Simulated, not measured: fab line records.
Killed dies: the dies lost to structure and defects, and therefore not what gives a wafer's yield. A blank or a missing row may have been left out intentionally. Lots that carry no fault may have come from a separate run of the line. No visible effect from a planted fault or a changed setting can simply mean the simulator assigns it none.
Chamber matching :: flow nandHarc :: 4 sister chambers for NHARC_A_CHANNEL_FILL_D1_ALD_25 on aldHk-03
The step deposits SiOx, target thk 60 nm, pulse time 10 s, ald cycles 600. 4 wafers are shown with their chamber, then 8 later ones without.

WAFERS PAIRED WITH THEIR CHAMBERS
wafer: L078.6
chamber: 2
heaterPowerW (W): 550

wafer: L081.2
chamber: 0
heaterPowerW (W): 467

wafer: L081.5
chamber: 3
heaterPowerW (W): 461

wafer: L085.3
chamber: 1
heaterPowerW (W): 430

WAFERS MISSING THEIR CHAMBER
wafer: L085.1
heaterPowerW (W): 449

wafer: L085.6
heaterPowerW (W): 416

wafer: L093.3
heaterPowerW (W): 443

wafer: L093.4
heaterPowerW (W): 508

wafer: L093.5
heaterPowerW (W): 434

wafer: L096.3
heaterPowerW (W): 507

wafer: L096.1
heaterPowerW (W): 435

wafer: L096.6
heaterPowerW (W): 499

WHICH CHAMBER EACH ONE RAN IN
wafer: L085.1
from the rows above: can't be placed: 3 or 0 or 1
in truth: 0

wafer: L085.6
from the rows above: can't be placed: 1 or 3 or 0
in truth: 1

wafer: L093.3
from the rows above: can't be placed: 1 or 3 or 0
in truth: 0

wafer: L093.4
from the rows above: can't be placed: 0 or 2 or 3 or 1
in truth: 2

wafer: L093.5
from the rows above: can't be placed: 1 or 3 or 0
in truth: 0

wafer: L096.3
from the rows above: can't be placed: 0 or 2 or 3 or 1
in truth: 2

wafer: L096.1
from the rows above: can't be placed: 1 or 3 or 0
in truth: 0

wafer: L096.6
from the rows above: can't be placed: 0 or 3 or 2 or 1
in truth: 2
Placed correctly: 0 of 8. Can't be placed from these rows: 8 (the true chamber is among the candidates in 8). Wrongly placed: 0.
How it was worked out, from the rows above alone: a wafer's distance from a chamber is the root of the sum, over the readings, of the square of ((its reading less the chamber's mean) divided by the reading's scatter). The wafer belongs to the nearest chamber; if the next one is less than 2 further off, it can't be placed. A chamber's mean is the mean of its shown wafers. The scatter: with one shown wafer a chamber, the root of the mean of the squares of how far each hidden wafer lies from its nearest shown one.
